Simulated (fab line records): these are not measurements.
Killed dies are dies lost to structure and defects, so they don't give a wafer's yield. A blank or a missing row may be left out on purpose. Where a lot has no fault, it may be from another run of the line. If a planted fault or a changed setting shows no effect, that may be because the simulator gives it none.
Split-lot study    flow n5_finfet    7 lots, 21 wafers read, on a route of 1938 steps

## ABOUT THE SPLIT
At N5_MOL_CONTACT_COAG_SPUTTER_130 (material Co, target thk 47.5 nm), the setting power_w was moved away from the recipe's 3000 W on 10 of the 21 wafers read, by -17.6% to +11.6%. For the rest of the wafers, this setting stayed at what the recipe calls for.

Reading taken at the split's own step.

## THE READING
Co_of_MOL_CONTACT_COAG_SPUTTER_130.thk_nm (the simulator's own value, which no gauge read), in nm, at N5_MOL_CONTACT_COAG_SPUTTER_130 (material Co, target thk 47.5 nm). There is no usual value for it anywhere in the file. Across the 11 wafers here that went through the recipe, the average is 47.5 nm and the standard deviation 0.65 nm.

wafer   tool, chamber at the split  power_w as run, W  against the recipe  Co_of_MOL_CONTACT_COAG_SPUTTER_130.thk_nm, nm  against lot-mates on the recipe
L077.4  pvd_sputter-01, -           3000               recipe              47.2                                           -
L077.6  pvd_sputter-01, -           3000               recipe              47.2                                           -
L077.5  pvd_sputter-01, -           3000               recipe              47.6                                           -
L084.1  pvd_sputter-01, -           2500               -16.7%              40.6                                           -8.4
L084.5  pvd_sputter-01, -           2500               -16.7%              40.4                                           -8.6
L084.6  pvd_sputter-01, -           3000               recipe              49                                             -
L085.1  pvd_sputter-03, -           3000               recipe              46.6                                           -
L085.3  pvd_sputter-03, -           3347               +11.6%              51.4                                           +4.8
L085.6  pvd_sputter-03, -           3347               +11.6%              51.4                                           +4.8
L087.1  pvd_sputter-02, -           3000               recipe              47                                             -
L087.3  pvd_sputter-02, -           3000               recipe              47.6                                           -
L087.5  pvd_sputter-02, -           3203               +6.8%               51.4                                           +4.1
L090.1  pvd_sputter-02, -           2649               -11.7%              42.6                                           -5.8
L090.2  pvd_sputter-02, -           3000               recipe              48.4                                           -
L090.3  pvd_sputter-02, -           2649               -11.7%              41                                             -7.4
L091.1  pvd_sputter-02, -           3000               recipe              47.2                                           -
L091.2  pvd_sputter-02, -           2472               -17.6%              37.2                                           -10.0
L091.4  pvd_sputter-02, -           2472               -17.6%              38.8                                           -8.4
L093.2  pvd_sputter-02, -           3000               recipe              47.2                                           -
L093.3  pvd_sputter-02, -           3244               +8.1%               52.4                                           +4.9
L093.4  pvd_sputter-02, -           3000               recipe              47.8                                           -

THE FIT
A straight line over all 21 wafers: Co_of_MOL_CONTACT_COAG_SPUTTER_130.thk_nm changes by +0.466 nm for each +1% of power_w; r = +0.98; the points scatter about the line by 0.97 nm.
The same after taking each lot's own level away (the mean of its wafers on the recipe; 21 wafers): +0.511 nm for each +1%; r = +0.99; scatter 0.61 nm.
According to that fit, moving power_w by its largest amount changes the reading by 9 nm.
Measured against the standard deviation above, the lots' own levels, which go from 46.60 to 49.00 nm, span 3.7 times it.
The two slopes are in agreement: the lot-to-lot level therefore moves the slope only a little.
Check: -8.91 nm against its lot-mates is what the line predicts for one of the wafers moved furthest among these (-17.6%) when that wafer is left out of the fit. It came out at -10 nm against them.

## OTHER SPLITS APPLIED TO THESE WAFERS
Other splits were also applied to these wafers ahead of the reading. Each is held against what the fit with the lots' levels taken away leaves over:
other split on the same wafers  wafers away from the commonest value  r with Co_of_MOL_CONTACT_COAG_SPUTTER_130.thk_nm (lot level and that fit taken away)
N5_SDB_COAT_05 spin_rpm         6                                     -0.06
N5_HKMG_FIN_COAT_29 spin_rpm    8                                     +0.17
N5_GATE_CUT_COAT_27 spin_rpm    11                                    -0.18

## THE FILE'S OWN FIT
Co_of_MOL_CONTACT_COAG_SPUTTER_130.thk_nm changes by +0.519 nm for each +1% of power_w, r = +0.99.
